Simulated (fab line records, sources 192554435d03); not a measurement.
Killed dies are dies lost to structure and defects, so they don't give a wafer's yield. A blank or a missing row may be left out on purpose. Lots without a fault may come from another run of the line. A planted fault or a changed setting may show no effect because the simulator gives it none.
fab line records | flow n5_finfet
record lots=24 wafers=72 last_day=20
route steps=1938 shown BEOL_M0@722 BEOL_M1@764
lots that met no fault: from a run of the same line without faults
start_h: hours from the record's first day to the start of the lot's first wafer shown | wait_h: hours since the lot's step before | " the same as in the row above | L1.1+2: a row that stands for several wafers | - no value, or no start given | * or withheld: withheld | < > ~ a bound
route shown NAME@n: a module of which the file shows steps, and the number in the route of the first | usual: mean/standard deviation of fault-free wafers | same: alike in all rows | chamber/n: place in a boat | sites: the reading at each site | _std_site: their standard deviation | _edge_site: outer sites' mean less inner sites' | radius_mm: how far each site lies from the wafer's centre | mask NAME#n: copy n | behind: the tool/chamber that last shaped the wafer | hold: why the lot was held/for how many hours/how that ended | device: the transistor (n, p or np) that didn't switch | end of line: the same wafers' tests at the end of the route | a step without rows: its recipe alone | killed: dies lost to structure and defects at the first sort, not the wafer's yield | map: a wafer's dies, x killed, . not, _ none there
set.NAME: the setting as run; set.NAME@STEP: as run at that earlier step | model.NAME: the simulator's own value behind a step, which no gauge read
steps of the route over a sample of lots; a table a step, a row a wafer
services: from which hour (start_h, from the record's first day; less than 0 if before it) a tool's chamber was out of use, for how many hours, and why
## steps
# step N5_BEOL_M0_STRIP_142
# recipe chemistry=N2/H2 time_s=10 power_w=450 temp_c=40 pressure_mtorr=20 rf_frequency_hz=6e+07 bias_power_w=7 n2_flow_sccm=200 h2_flow_sccm=200
# usual drypump_motor_current_A=5.6/0.42 oes_product_au=0.75/0.058 rf_vpp_V=58.9/0.92 showerhead_plenum_p_Torr=2.50/0.09 throttle_valve_pct=23.57/0.28
# columns lot.wafer tool chamber start_h wait_h drypump_motor_current_A oes_product_au rf_hours_counter_h rf_vpp_V showerhead_plenum_p_Torr throttle_valve_pct
L074.2 rie_diel-05 0 119.38 0.0 5.1 0.76 166 58.8 2.43 23.69
L074.3 " 1 " " 6.2 0.80 112 58.5 2.53 23.82
L074.5 " 3 " " 5.4 0.69 - 57.6 2.37 23.26
L075.3 rie_diel-05 0 121.53 0.0 5.1 0.76 166 59.0 2.43 23.71
L075.5 " 2 " " 5.3 0.72 - 57.8 2.58 23.08
L075.6 " 1 " " 6.2 0.80 - 59.1 2.53 23.82
L076.1 rie_diel-05 1 128.55 0.0 6.2 0.80 116 60.1 2.52 23.82
L076.4 " 2 " " 5.3 0.71 199 59.7 2.58 23.09
L076.5 " 3 " " 5.5 0.69 - 57.8 2.37 23.24
L077.1 rie_diel-04 0 137.98 0.0 5.8 0.80 119 59.5 2.57 23.37
L077.4 " 1 " " 6.1 0.72 166 59.3 2.43 23.77
L077.5 " 0 " " 5.8 0.80 - 60.5 2.56 23.35
L078.1 rie_diel-01 0 138.58 0.0 6.3 0.69 220 59.9 2.59 23.64
L078.3 " 2 " " 5.1 0.72 193 60.3 2.55 24.34
L078.6 " 3 " " 5.0 0.77 - 60.3 2.42 23.39
L079.1 rie_diel-05 2 145.77 0.0 5.3 0.71 206 58.6 2.58 23.12
L079.4 " 1 " " 6.2 0.79 122 59.5 2.52 23.86
L079.6 " 0 " " 5.1 0.75 - 57.2 2.43 23.70
L081.2 rie_diel-05 3 164.29 0.0 5.5 0.69 227 58.0 2.37 23.26
L081.3 " 0 " " 5.1 0.75 182 59.2 2.42 23.72
L081.4 " 1 " " 6.2 0.79 130 61.4 2.52 23.83
L080.1 rie_diel-04 1 166.37 0.0 6.2 0.73 171 58.0 2.43 23.77
L080.3 " 2 " " 5.6 0.93 25 60.8 2.58 23.61
L080.6 " 1 " " 6.1 0.72 - 59.3 2.43 23.77
L082.2 rie_diel-01 2 167.78 0.0 5.2 0.71 201 59.0 2.54 24.34
L082.4 " 0 " " 6.3 0.69 229 57.9 2.59 23.65
L082.5 " 3 " " 5.0 0.78 - 60.0 2.41 23.38
L083.2 rie_diel-01 0 175.88 0.0 6.2 0.69 232 59.7 2.59 23.65
L083.5 " 0 " " 6.2 0.69 - 58.0 2.59 23.66
L083.6 " 1 " " 5.8 0.80 - 60.1 2.69 23.56
L084.1 rie_diel-05 3 175.97 0.0 5.4 0.68 232 58.8 2.36 23.27
L084.4 " 0 " " 5.1 0.75 187 58.3 2.42 23.73
L084.6 " 1 " " 6.1 0.78 - 59.0 2.52 23.85
L085.1 rie_diel-04 2 181.83 0.0 5.6 0.91 30 59.4 2.58 23.59
L085.2 " 1 " " 6.1 0.73 176 57.6 2.43 23.77
L085.4 " 3 " " 5.5 0.76 146 59.5 2.42 23.39
L086.2 rie_diel-01 1 187.86 0.0 5.8 0.80 112 58.5 2.69 23.57
L086.4 " 0 " " 6.3 0.68 - 59.2 2.59 23.63
L086.6 " 1 " " 5.9 0.79 - 58.7 2.69 23.58
L087.1 rie_diel-05 2 195.11 0.0 5.3 0.70 225 58.9 2.57 23.14
L087.2 " 1 " " 6.1 0.77 141 58.7 2.51 23.86
L087.4 " 0 " " 5.1 0.74 193 59.3 2.42 23.71
L088.1 rie_diel-04 3 197.70 0.0 5.5 0.75 151 59.0 2.42 23.38
L088.2 " 0 " " 5.8 0.79 135 59.1 2.56 23.38
L088.6 " 3 " " 5.5 0.75 - 58.6 2.42 23.39
L089.1 rie_diel-01 2 208.74 0.0 5.1 0.72 209 59.4 2.54 24.36
L089.2 " 0 " " 6.3 0.69 244 59.8 2.58 23.66
L089.6 " 3 " " 5.0 0.76 - 57.2 2.41 23.41
L090.1 rie_diel-04 3 212.77 0.0 5.5 0.76 156 59.5 2.42 23.41
L090.3 " 1 " " 6.2 0.71 186 58.4 2.42 23.79
L090.5 " 2 " " 5.6 0.90 - 61.1 2.58 23.63
L091.1 rie_diel-05 1 217.00 0.0 6.2 0.77 146 59.2 2.51 23.87
L091.4 " 0 " " 5.1 0.74 197 58.1 2.42 23.74
L091.5 " 3 " " 5.5 0.67 - 58.2 2.36 23.29
L092.1 rie_diel-04 2 223.31 0.0 5.6 0.89 41 58.4 2.57 23.62
L092.3 " 1 " " 6.1 0.71 189 58.9 2.42 23.79
L092.5 " 2 " " 5.6 0.89 - 61.4 2.57 23.63
L093.3 rie_diel-04 1 232.80 0.0 6.1 0.71 192 58.5 2.42 23.78
L093.4 " 3 " " 5.5 0.75 161 58.0 2.42 23.39
L093.6 " 1 " " 6.1 0.71 - 57.0 2.42 23.80
L094.4 rie_diel-01 2 232.92 0.0 5.1 0.69 - 58.3 2.54 24.36
L094.5 " 3 " " 5.0 0.76 - 58.1 2.40 23.41
L094.6 " 1 " " 5.8 0.78 - 59.6 2.68 23.58
L095.2 rie_diel-04 0 245.57 0.0 5.8 0.77 150 59.3 2.55 23.38
L095.4 " 3 " " 5.5 0.76 166 58.4 2.42 23.41
L095.5 " 1 " " 6.1 0.71 - 59.9 2.42 23.81
L096.2 rie_diel-05 2 254.24 0.0 5.3 0.68 243 59.7 2.56 23.17
L096.3 " 0 " " 5.2 0.71 211 57.5 2.41 23.77
L096.4 " 1 " " 6.2 0.75 - 57.6 2.51 23.88
L097.1 rie_diel-05 0 261.70 0.0 5.2 0.72 214 58.4 2.41 23.75
L097.4 " 1 " " 6.2 0.75 - 57.9 2.50 23.89
L097.6 " 2 " " 5.3 0.68 - 59.0 2.56 23.18
# step N5_BEOL_M0_ANNEAL_133
# recipe temp_c=400 time_s=60 ambient=vacuum
# usual heater_power_w=821/54 susceptor_temp_C=400.00/0.2
# columns lot.wafer tool chamber start_h wait_h heater_power_w susceptor_temp_C
L074.2 pvd_sputter-03 - 121.70 0.0 812 399.77
L074.3 " - " " 890 400.32
L074.5 " - " " 853 399.85
L075.3 pvd_sputter-03 - 124.30 0.0 807 399.78
L075.5 " - " " 870 399.78
L075.6 " - " " 800 399.85
L076.1 pvd_sputter-03 - 130.41 0.0 886 399.98
L076.4 " - " " 844 400.19
L076.5 " - " " 798 399.90
L077.1 pvd_sputter-01 - 139.58 0.0 943 399.68
L077.4 " - " " 847 400.06
L077.5 " - " " 862 399.69
L078.1 pvd_sputter-03 - 140.48 0.0 882 400.32
L078.3 " - " " 805 399.55
L078.6 " - " " 835 400.08
L079.1 pvd_sputter-03 - 147.30 0.0 836 400.29
L079.4 " - " " 799 400.30
L079.6 " - " " 890 400.03
L081.2 pvd_sputter-01 - 167.45 0.0 869 400.35
L081.3 " - " " 836 400.03
L081.4 " - " " 842 400.16
L080.1 pvd_sputter-02 - 168.05 0.0 877 399.95
L080.3 " - " " 790 400.17
L080.6 " - " " 858 400.00
L082.2 pvd_sputter-01 - 170.23 0.0 759 400.06
L082.4 " - " " 855 400.08
L082.5 " - " " 743 399.90
L083.2 pvd_sputter-01 - 177.04 0.0 844 399.66
L083.5 " - " " 843 399.70
L083.6 " - " " 904 399.84
L084.1 pvd_sputter-01 - 177.56 0.0 908 399.91
L084.4 " - " " 775 400.18
L084.6 " - " " 893 400.02
L085.1 pvd_sputter-01 - 184.65 0.0 737 400.04
L085.2 " - " " 854 399.74
L085.4 " - " " 898 399.98
L086.2 pvd_sputter-03 - 189.56 0.0 845 400.22
L086.4 " - " " 788 400.11
L086.6 " - " " 770 400.02
L087.1 pvd_sputter-02 - 197.86 0.0 715 399.92
L087.2 " - " " 810 399.96
L087.4 " - " " 871 400.16
L088.1 pvd_sputter-02 - 199.32 0.0 737 399.85
L088.2 " - " " 866 400.10
L088.6 " - " " 717 399.72
L089.1 pvd_sputter-03 - 210.29 0.0 852 400.22
L089.2 " - " " 893 399.82
L089.6 " - " " 836 400.23
L090.1 pvd_sputter-02 - 214.64 0.0 845 400.05
L090.3 " - " " 813 399.79
L090.5 " - " " 869 399.91
L091.1 pvd_sputter-03 - 218.93 0.0 804 400.31
L091.4 " - " " 836 399.83
L091.5 " - " " 811 400.10
L092.1 pvd_sputter-02 - 224.71 0.0 870 399.93
L092.3 " - " " 784 399.98
L092.5 " - " " 857 400.08
L093.3 pvd_sputter-03 - 235.78 0.0 881 399.67
L093.4 " - " " 836 399.66
L093.6 " - " " 882 399.89
L094.4 pvd_sputter-01 - 236.13 0.0 899 400.09
L094.5 " - " " 840 399.95
L094.6 " - " " 908 400.11
L095.2 pvd_sputter-01 - 246.95 0.0 853 399.98
L095.4 " - " " 741 400.09
L095.5 " - " " 754 400.33
L096.2 pvd_sputter-03 - 256.15 0.0 789 400.16
L096.3 " - " " 810 399.87
L096.4 " - " " 886 399.80
L097.1 pvd_sputter-02 - 265.64 0.0 788 400.05
L097.4 " - " " 718 399.77
L097.6 " - " " 863 399.79
# step N5_BEOL_M0_ANNEAL_135
# recipe temp_c=400 time_s=60 ambient=vacuum
# usual heater_power_w=822/55 susceptor_temp_C=399.98/0.24
# columns lot.wafer tool chamber start_h wait_h heater_power_w susceptor_temp_C
L074.2 pvd_sputter-03 - 121.82 0.0 814 399.79
L074.3 " - " " 923 399.57
L074.5 " - " " 831 399.75
L075.3 pvd_sputter-03 - 124.42 0.0 800 400.02
L075.5 " - " " 936 400.37
L075.6 " - " " 812 399.85
L076.1 pvd_sputter-03 - 130.53 0.0 906 399.66
L076.4 " - " " 834 399.97
L076.5 " - " " 808 400.04
L077.1 pvd_sputter-01 - 139.70 0.0 906 400.02
L077.4 " - " " 857 399.98
L077.5 " - " " 847 400.24
L078.1 pvd_sputter-03 - 140.60 0.0 889 400.27
L078.3 " - " " 799 399.67
L078.6 " - " " 826 399.81
L079.1 pvd_sputter-03 - 147.42 0.0 854 399.71
L079.4 " - " " 792 399.93
L079.6 " - " " 888 399.96
L081.2 pvd_sputter-01 - 167.57 0.0 826 400.02
L081.3 " - " " 836 400.28
L081.4 " - " " 846 399.56
L080.1 pvd_sputter-02 - 168.17 0.0 859 400.15
L080.3 " - " " 787 399.84
L080.6 " - " " 870 400.22
L082.2 pvd_sputter-01 - 170.35 0.0 769 400.35
L082.4 " - " " 866 400.35
L082.5 " - " " 752 399.87
L083.2 pvd_sputter-01 - 177.16 0.0 859 400.02
L083.5 " - " " 848 399.78
L083.6 " - " " 934 399.83
L084.1 pvd_sputter-01 - 177.68 0.0 897 399.68
L084.4 " - " " 729 400.50
L084.6 " - " " 905 399.85
L085.1 pvd_sputter-01 - 184.77 0.0 776 399.72
L085.2 " - " " 862 400.19
L085.4 " - " " 920 399.86
L086.2 pvd_sputter-03 - 189.68 0.0 835 399.84
L086.4 " - " " 814 400.02
L086.6 " - " " 785 399.57
L087.1 pvd_sputter-02 - 197.98 0.0 710 400.15
L087.2 " - " " 792 400.00
L087.4 " - " " 828 400.06
L088.1 pvd_sputter-02 - 199.44 0.0 728 400.39
L088.2 " - " " 869 399.76
L088.6 " - " " 712 400.29
L089.1 pvd_sputter-03 - 210.41 0.0 851 400.11
L089.2 " - " " 888 399.84
L089.6 " - " " 848 400.06
L090.1 pvd_sputter-02 - 214.76 0.0 845 399.47
L090.3 " - " " 815 400.20
L090.5 " - " " 864 400.21
L091.1 pvd_sputter-03 - 219.05 0.0 783 399.92
L091.4 " - " " 858 399.84
L091.5 " - " " 817 400.30
L092.1 pvd_sputter-02 - 224.83 0.0 866 399.40
L092.3 " - " " 778 400.26
L092.5 " - " " 859 400.08
L093.3 pvd_sputter-03 - 235.90 0.0 876 399.67
L093.4 " - " " 844 400.21
L093.6 " - " " 904 400.18
L094.4 pvd_sputter-01 - 236.25 0.0 903 400.16
L094.5 " - " " 848 400.31
L094.6 " - " " 913 400.16
L095.2 pvd_sputter-01 - 247.07 0.0 823 399.78
L095.4 " - " " 754 400.11
L095.5 " - " " 743 399.80
L096.2 pvd_sputter-03 - 256.27 0.0 756 399.75
L096.3 " - " " 805 400.14
L096.4 " - " " 856 400.06
L097.1 pvd_sputter-02 - 265.76 0.0 768 399.87
L097.4 " - " " 705 399.77
L097.6 " - " " 867 400.03
# step N5_BEOL_M1_CD_MEAS_11
# recipe target_cd_nm=17.05 landing_energy_ev=500 detector=se_inlens polarity=opening
# usual cd_nm=16.99/0.29
# columns lot.wafer tool chamber start_h wait_h cd_nm
L074.2 cd_sem-02 0 125.14 - 16.74
L074.3 " 0 " " 17.02
L074.5 " 0 " " 16.91
L075.3 cd_sem-03 0 128.39 - 17.34
L075.5 " 0 " " 17.06
L075.6 " 0 " " 17.12
L076.1 cd_sem-03 0 134.16 - 16.99
L076.4 " 0 " " 16.55
L076.5 " 0 " " 16.94
L077.1 cd_sem-01 0 142.72 - 16.63
L077.4 " 0 " " 16.94
L077.5 " 0 " " 16.73
L078.1 cd_sem-03 0 143.04 - 16.82
L078.3 " 0 " " 17.44
L078.6 " 0 " " 17.67
L079.1 cd_sem-03 0 150.08 - 16.63
L079.4 " 0 " " 16.73
L079.6 " 0 " " 16.85
L081.2 cd_sem-02 0 170.36 - 16.99
L081.3 " 0 " " 17.32
L081.4 " 0 " " 16.79
L080.1 cd_sem-02 0 171.24 - 17.14
L080.3 " 0 " " 16.80
L080.6 " 0 " " 17.20
L082.2 cd_sem-01 0 172.77 - 17.26
L082.4 " 0 " " 17.65
L082.5 " 0 " " 17.13
L083.2 cd_sem-02 0 179.67 - 17.39
L083.5 " 0 " " 16.68
L083.6 " 0 " " 17.07
L084.1 cd_sem-03 0 180.43 - 16.68
L084.4 " 0 " " 16.74
L084.6 " 0 " " 16.73
L085.1 cd_sem-03 0 188.34 - 16.89
L085.2 " 0 " " 16.39
L085.4 " 0 " " 16.92
L086.2 cd_sem-02 0 192.33 - 16.48
L086.4 " 0 " " 16.83
L086.6 " 0 " " 17.07
L087.1 cd_sem-02 0 202.21 - 17.71
L087.2 " 0 " " 17.51
L087.4 " 0 " " 17.05
L088.1 cd_sem-01 0 202.47 - 17.01
L088.2 " 0 " " 16.88
L088.6 " 0 " " 17.34
L089.1 cd_sem-03 0 213.36 - 16.64
L089.2 " 0 " " 16.81
L089.6 " 0 " " 17.08
L090.1 cd_sem-02 0 217.98 - 17.08
L090.3 " 0 " " 17.09
L090.5 " 0 " " 16.95
L091.1 cd_sem-03 0 223.72 - 16.92
L091.4 " 0 " " 17.49
L091.5 " 0 " " 17.47
L092.1 cd_sem-01 0 227.56 - 17.17
L092.3 " 0 " " 17.05
L092.5 " 0 " " 17.38
L093.3 cd_sem-01 0 240.64 - 17.17
L093.4 " 0 " " 16.99
L093.6 " 0 " " 16.82
L094.4 cd_sem-01 0 240.86 - 16.66
L094.5 " 0 " " 16.69
L094.6 " 0 " " 17.32
L095.2 cd_sem-01 0 250.86 - 16.69
L095.4 " 0 " " 16.70
L095.5 " 0 " " 16.81
L096.2 cd_sem-02 0 258.47 - 16.79
L096.3 " 0 " " 17.04
L096.4 " 0 " " 16.44
L097.1 cd_sem-02 0 268.37 - 16.91
L097.4 " 0 " " 17.15
L097.6 " 0 " " 17.23
# step N5_BEOL_M1_HM_OPEN_17
# recipe chemistry=Cl2/BCl3 target_depth_a=200 overetch_a=60 target=TiN mask_material=SOC ion_energy_ev=150 pressure_mtorr=10 icp_w=1000 bias_w=126 Cl2_flow_sccm=53.25 bcl3_flow_sccm=21.75 Ar_flow_sccm=25
# usual drypump_motor_current_A=5.67/0.14 he_backside_leak_sccm=3.3/0.3 oes_ar_750_au=0.79/0.13 oes_product_au=0.69/0.1 rf_fwd_power_W=992/3.8 throttle_valve_pct=22.25/0.27
# columns lot.wafer tool chamber start_h wait_h drypump_motor_current_A he_backside_leak_sccm oes_ar_750_au oes_product_au rf_fwd_power_W rf_hours_counter_h throttle_valve_pct
L074.2 rie_metal-01 0 125.51 0.0 5.72 3.2 0.93 0.83 989 4 22.23
L074.3 " 1 " " 5.85 3.3 1.01 0.83 991 - 22.44
L074.5 " 0 " " 5.74 3.2 0.93 0.82 986 - 22.22
L075.3 rie_metal-03 0 128.78 0.1 5.70 3.4 0.61 0.55 992 - 22.61
L075.5 " 1 " " 5.77 3.4 0.57 0.51 983 - 22.37
L075.6 " 0 " " 5.71 3.3 0.61 0.55 993 - 22.61
L076.1 rie_metal-03 0 134.60 0.0 5.70 3.4 0.61 0.54 993 112 22.64
L076.4 " 0 " " 5.70 3.3 0.61 0.54 993 - 22.63
L076.5 " 1 " " 5.72 3.4 0.57 0.50 983 - 22.38
L077.1 rie_metal-01 1 143.09 0.0 5.88 3.1 0.98 0.78 990 3 22.46
L077.4 " 1 " " 5.83 3.1 0.99 0.81 991 - 22.45
L077.5 " 0 " " 5.73 3.0 0.92 0.80 987 - 22.21
L078.1 rie_metal-03 1 143.41 0.0 5.74 3.3 0.57 0.50 984 150 22.39
L078.3 " 1 " " 5.74 3.4 0.57 0.50 983 - 22.38
L078.6 " 0 " " 5.69 3.3 0.61 0.55 991 - 22.61
L079.1 rie_metal-01 0 150.75 0.1 5.72 3.0 0.91 0.80 991 7 22.25
L079.4 " 1 " " 5.87 3.1 0.98 0.79 988 - 22.48
L079.6 " 0 " " 5.73 3.1 0.91 0.81 987 - 22.22
L081.2 rie_metal-02 1 170.96 0.0 5.35 3.2 0.79 0.71 991 28 22.11
L081.3 " 0 " " 5.64 3.2 0.82 0.70 990 - 21.85
L081.4 " 1 " " 5.36 3.3 0.78 0.71 994 - 22.10
L080.1 rie_metal-02 0 171.61 0.0 5.63 3.4 0.83 0.71 989 31 21.85
L080.3 " 1 " " 5.31 3.4 0.79 0.71 991 - 22.09
L080.6 " 0 " " 5.64 3.3 0.82 0.70 989 - 21.84
L082.2 rie_metal-03 1 173.14 0.0 5.75 3.3 0.93 0.81 990 0 22.18
L082.4 " 0 " " 5.70 6.0 0.60 0.54 992 - 22.62
L082.5 " 0 " " 5.70 3.3 0.61 0.53 999 - 22.64
L083.2 rie_metal-03 1 180.04 0.0 5.75 3.2 0.91 0.82 991 1 22.15
L083.5 " 0 " " 5.70 3.2 0.61 0.54 993 - 22.61
L083.6 " 1 " " 5.75 3.3 0.91 0.81 994 - 22.14
L084.1 rie_metal-02 1 180.80 0.0 5.37 3.2 0.78 0.71 998 28 22.10
L084.4 " 1 " " 5.39 3.1 0.78 0.71 999 - 22.09
L084.6 " 0 " " 5.63 3.4 0.82 0.71 994 - 21.84
L085.1 rie_metal-03 0 188.87 0.0 5.70 3.3 0.60 0.54 992 116 22.61
L085.2 " 1 " " 5.75 3.2 0.91 0.82 990 2 22.11
L085.4 " 0 " " 5.69 3.3 0.61 0.55 994 - 22.60
L086.2 rie_metal-03 0 192.70 0.0 5.70 3.3 0.60 0.53 995 117 22.65
L086.4 " 1 " " 5.70 3.3 0.90 0.79 988 - 22.16
L086.6 " 1 " " 5.74 3.3 0.90 0.79 985 - 22.17
L087.1 rie_metal-02 0 202.58 0.0 5.65 4.9 0.82 0.71 995 33 21.84
L087.2 " 1 " " 5.37 3.3 0.78 0.70 991 30 22.08
L087.4 " 1 " " 5.35 3.2 0.78 0.72 988 - 22.06
L088.1 rie_metal-02 1 202.84 0.0 5.36 3.3 0.78 0.71 996 30 22.08
L088.2 " 0 " " 5.67 3.4 0.82 0.69 993 33 21.86
L088.6 " 0 " " 5.66 3.3 0.81 0.69 994 - 21.86
L089.1 rie_metal-02 1 213.95 0.0 5.38 3.4 0.77 0.72 999 31 22.09
L089.2 " 0 " " 5.64 3.4 0.82 0.69 996 34 21.86
L089.6 " 0 " " 5.66 3.2 0.81 0.68 998 - 21.87
L090.1 rie_metal-03 1 218.35 0.0 5.69 3.3 0.89 0.77 992 4 22.18
L090.3 " 1 " " 5.73 3.2 0.89 0.79 985 - 22.16
L090.5 " 1 " " 5.71 3.1 0.89 0.78 987 - 22.17
L091.1 rie_metal-02 1 224.31 0.0 5.34 3.5 0.77 0.69 995 31 22.10
L091.4 " 1 " " 5.36 3.5 0.78 0.71 991 - 22.06
L091.5 " 0 " " 5.67 3.3 0.82 0.69 989 - 21.89
L092.1 rie_metal-03 0 227.93 0.0 5.69 3.3 0.60 0.53 994 121 22.66
L092.3 " 0 " " 5.70 3.3 0.60 0.52 999 - 22.64
L092.5 " 1 " " 5.72 3.3 0.88 0.76 989 - 22.18
L093.3 rie_metal-01 0 241.04 0.1 5.76 3.2 0.88 0.76 988 - 22.25
L093.4 " 1 " " 5.87 3.3 0.94 0.77 990 - 22.48
L093.6 " 1 " " 5.83 3.4 0.95 0.75 990 - 22.50
L094.4 rie_metal-01 1 241.26 0.1 5.86 3.0 0.94 0.75 995 - 22.50
L094.5 " 0 " " 5.73 3.1 0.88 0.76 991 - 22.26
L094.6 " 1 " " 5.86 2.9 0.94 0.75 1000 - 22.48
L095.2 rie_metal-03 1 251.47 0.0 5.73 3.3 0.87 0.76 991 6 22.18
L095.4 " 0 " " 5.71 3.5 0.59 0.54 997 - 22.64
L095.5 " 1 " " 5.72 3.3 0.87 0.78 994 - 22.16
L096.2 rie_metal-02 0 258.87 0.1 5.65 3.6 0.80 0.70 992 - 21.85
L096.3 " 0 " " 5.64 3.7 0.80 0.68 993 - 21.87
L096.4 " 0 " " 5.66 3.5 0.80 0.69 996 - 21.85
L097.1 rie_metal-01 0 268.74 0.0 5.75 3.2 0.87 0.76 988 15 22.23
L097.4 " 0 " " 5.74 3.1 0.87 0.76 992 - 22.25
L097.6 " 0 " " 5.75 3.1 0.86 0.75 989 - 22.26
# step N5_BEOL_M1_CD_MEAS_18
# recipe pitch_nm=36 target_cd_nm=18
# usual cd_nm=17.7/0.42
# columns lot.wafer tool chamber start_h wait_h cd_nm
L074.2 cd_sem-03 - 125.69 0.1 17.4
L074.3 " - " " 17.6
L074.5 " - " " 17.5
L075.3 cd_sem-02 - 128.98 0.1 18.0
L075.5 " - " " 18.0
L075.6 " - " " 17.9
L076.1 cd_sem-02 - 134.79 0.0 17.9
L076.4 " - " " 17.9
L076.5 " - " " 18.2
L077.1 cd_sem-03 - 143.31 0.0 17.3
L077.4 " - " " 17.5
L077.5 " - " " 17.7
L078.1 cd_sem-02 - 143.59 0.0 18.6
L078.3 " - " " 18.3
L078.6 " - " " 18.3
L079.1 cd_sem-01 - 150.94 0.0 17.7
L079.4 " - " " 17.8
L079.6 " - " " 17.0
L081.2 cd_sem-03 - 171.14 0.1 17.3
L081.3 " - " " 17.7
L081.4 " - " " 17.3
L080.1 cd_sem-03 - 171.79 0.0 18.0
L080.3 " - " " 17.8
L080.6 " - " " 17.3
L082.2 cd_sem-03 - 173.32 0.1 18.4
L082.4 " - " " 17.9
L082.5 " - " " 17.3
L083.2 cd_sem-03 - 180.22 0.1 18.1
L083.5 " - " " 18.3
L083.6 " - " " 18.0
L084.1 cd_sem-03 - 180.98 0.0 17.4
L084.4 " - " " 17.0
L084.6 " - " " 17.6
L085.1 cd_sem-03 - 189.05 0.1 18.3
L085.2 " - " " 17.5
L085.4 " - " " 17.2
L086.2 cd_sem-02 - 192.88 0.1 17.6
L086.4 " - " " 18.0
L086.6 " - " " 17.9
L087.1 cd_sem-02 - 202.76 0.0 18.1
L087.2 " - " " 17.6
L087.4 " - " " 17.5
L088.1 cd_sem-03 - 203.02 0.0 17.2
L088.2 " - " " 17.2
L088.6 " - " " 18.2
L089.1 cd_sem-02 - 214.13 0.0 17.6
L089.2 " - " " 17.3
L089.6 " - " " 17.4
L090.1 cd_sem-03 - 218.66 0.0 18.1
L090.3 " - " " 18.1
L090.5 " - " " 18.3
L091.1 cd_sem-03 - 224.49 0.0 18.2
L091.4 " - " " 17.5
L091.5 " - " " 18.2
L092.1 cd_sem-03 - 228.11 0.0 18.6
L092.3 " - " " 17.8
L092.5 " - " " 18.5
L093.3 cd_sem-01 - 241.26 0.1 17.3
L093.4 " - " " 17.7
L093.6 " - " " 17.7
L094.4 cd_sem-03 - 241.42 0.1 17.7
L094.5 " - " " 17.0
L094.6 " - " " 18.2
L095.2 cd_sem-01 - 251.70 0.1 17.9
L095.4 " - " " 17.0
L095.5 " - " " 17.3
L096.2 cd_sem-01 - 259.11 0.1 18.0
L096.3 " - " " 17.9
L096.4 " - " " 18.2
L097.1 cd_sem-02 - 268.92 0.0 17.3
L097.4 " - " " 17.4
L097.6 " - " " 16.9
## services
# columns tool chamber start_h hours kind
pvd_sputter-03 - 99.50 1.7 repair
rie_metal-01 1 101.00 - clean
rie_metal-01 1 101.00 17.9 scheduled_down
rie_metal-01 1 101.00 17.9 vent_cycle
rie_metal-02 - 104.55 2.1 repair
rie_metal-03 0 134.70 7.3 repair
rie_metal-02 - 146.01 0.5 repair
rie_metal-03 1 148.07 - clean
rie_metal-03 1 148.07 19.8 scheduled_down
rie_metal-03 1 148.07 19.8 vent_cycle
pvd_sputter-01 - 155.50 4.5 repair
rie_diel-01 2 171.91 16.9 repair
rie_metal-01 - 193.38 14.6 pm
rie_diel-04 2 196.85 3.7 repair
rie_metal-03 1 198.13 8.4 repair
pvd_sputter-01 - 219.23 4.0 repair
rie_metal-02 1 225.03 36.0 repair
rie_diel-05 3 240.08 - clean
rie_diel-05 3 240.08 - consumable_replace:focus_ring
rie_diel-05 3 240.08 - consumable_replace:showerhead
rie_diel-05 3 240.08 25.9 scheduled_down
rie_diel-05 3 240.08 25.9 vent_cycle
rie_metal-03 - 256.49 1.2 repair
rie_diel-04 0 268.44 10.6 repair
## key
fault none
